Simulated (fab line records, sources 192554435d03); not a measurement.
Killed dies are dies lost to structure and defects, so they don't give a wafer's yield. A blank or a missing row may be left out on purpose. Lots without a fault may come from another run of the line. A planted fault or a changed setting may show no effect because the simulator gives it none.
Problem report in the 8D (eight disciplines) form, filled by code | flow n5_finfet | the parts of the form that need people (team, actions taken, sign-off) are left out

1. THE PROBLEM
killed_at_M4_up at N5_PASSIVATION_PROBE_49 reads a mean of 92 on 3 wafers of 1 lot; wafers without a fault read 16 with a standard deviation of 6. That is +13 standard deviations from the usual mean.
First seen on wafer L657.1, day 18 17:17, on prober-01. The record holds 9 wafers of 3 lots with a number at this step. Rule for "out", or "out of limits": more than 4 standard deviations from the usual mean. The other wafers with a number count as sound.

2. WHAT IT IS AND WHAT IT IS NOT
question                    | is                                   | is not
which readings at this step | killed_at_M4_up, sort_bin_5_function | killed_at_M0_to_M3, killed_at_contacts, killed_at_front_end, killed_at_other, killed_open, killed_short
which lots                  | L657                                 | L648, L649
which wafers of those lots  | all that have a number               | -
read on which tools         | prober-01                            | prober-02
when                        | from day 18 17:17                    | up to then (6 sound wafers)

3. SUSPECTS, AND WHAT RULES EACH OUT
Counting: a tool at a process step up to the reading stays a suspect if it ran every lot that is out and no sound lot after the first of them.
- rie_diel-05 at N5_BEOL_M10_TRENCH_ETCH_37 (etches SiCOH lowk in C4F6/O2, target depth 148.83 nm, time 48 s): kept. It ran the lot that is out, L657 (day 16 04:40), and no sound lot after that.
- pecvd-01 at N5_PASSIVATION_PECVD_01 (deposits SiNx from SiH4/NH3/N2, target thk 200 nm, time 43.2 s): kept. It ran the lot that is out, L657 (day 18 07:50), and no sound lot after that; its last sound lot up to then is L648 (day 15 03:23).
- pvd_sputter-03 at N5_PASSIVATION_AL_DEP_21 (deposits Al, target thk 2800 nm, time 170 s): kept. It ran the lot that is out, L657 (day 18 11:43), and no sound lot after that; its last sound lot up to then is L649 (day 16 00:20).
- rie_diel-05 at N5_PASSIVATION_DESCUM_32 (chemistry O2, time 7.9 s): kept. It ran the lot that is out, L657 (day 18 12:30), and no sound lot after that; its last sound lot up to then is L648 (day 15 05:46).
- prober-01 at N5_PASSIVATION_PROBE_49: kept. It ran the lot that is out, L657 (day 18 17:17), and no sound lot after that. Its own readings are out on those wafers: killed_at_M4_up, sort_bin_5_function.
Left after counting: rie_diel-05 at N5_BEOL_M10_TRENCH_ETCH_37, pecvd-01 at N5_PASSIVATION_PECVD_01, pvd_sputter-03 at N5_PASSIVATION_AL_DEP_21, rie_diel-05 at N5_PASSIVATION_DESCUM_32, prober-01 at N5_PASSIVATION_PROBE_49.

4. THE CAUSE (what the simulator had put in)
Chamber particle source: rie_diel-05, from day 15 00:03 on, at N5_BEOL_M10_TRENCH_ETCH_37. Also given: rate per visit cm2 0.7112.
Counting left 5 suspects, and this tool is among them.

5. THE CHAIN OF EFFECTS, in route order
Each row: a reading whose mean over the struck wafers that have a number lies more than 3 standard deviations from the usual. Only readings for which the record gives a usual standard deviation are gone through. hours: the time from each lot's start at the first step in this table that gives one to its start at this step, as a median over the lots. sigmas: the change in usual standard deviations.
hours | step                    | reading              | usual  | on struck wafers | change | sigmas
0     | N5_PASSIVATION_PROBE_49 | defect_limited_yield | 91.1 % | 84.0             | -7.1   | -5.5
0     | N5_PASSIVATION_PROBE_49 | killed_at_M4_up      | 16     | 92               | +76    | +13
0     | N5_PASSIVATION_PROBE_49 | killed_dies          | 104    | 189              | +85    | +5.3
0     | N5_PASSIVATION_PROBE_49 | killed_on_rim        | 14     | 30               | +16    | +3.9
0     | N5_PASSIVATION_PROBE_49 | sort_bin_5_function  | 5.1 %  | 9.3              | +4.2   | +4.9
0     | N5_PASSIVATION_PROBE_49 | sort_n_pass          | 1075   | 991              | -84    | -5.3
0     | N5_PASSIVATION_PROBE_49 | sort_yield_pct       | 91.1 % | 84.0             | -7.1   | -5.1
The process steps in it:
- N5_PASSIVATION_PROBE_49

6. WHAT WOULD HAVE CAUGHT IT SOONER
In this record the first reading out of limits was taken at day 18 17:17, 89 hours after the fault began at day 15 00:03.
Of the tool readings at N5_BEOL_M10_TRENCH_ETCH_37 for which the record gives a usual standard deviation, none was out on any struck wafer, so an alarm limit of 4 standard deviations on them would not have fired.
All the lots that are out (1) had begun N5_BEOL_M10_TRENCH_ETCH_37 on rie_diel-05 by day 18 17:17. A hold on the tool at that time would have spared none of them.
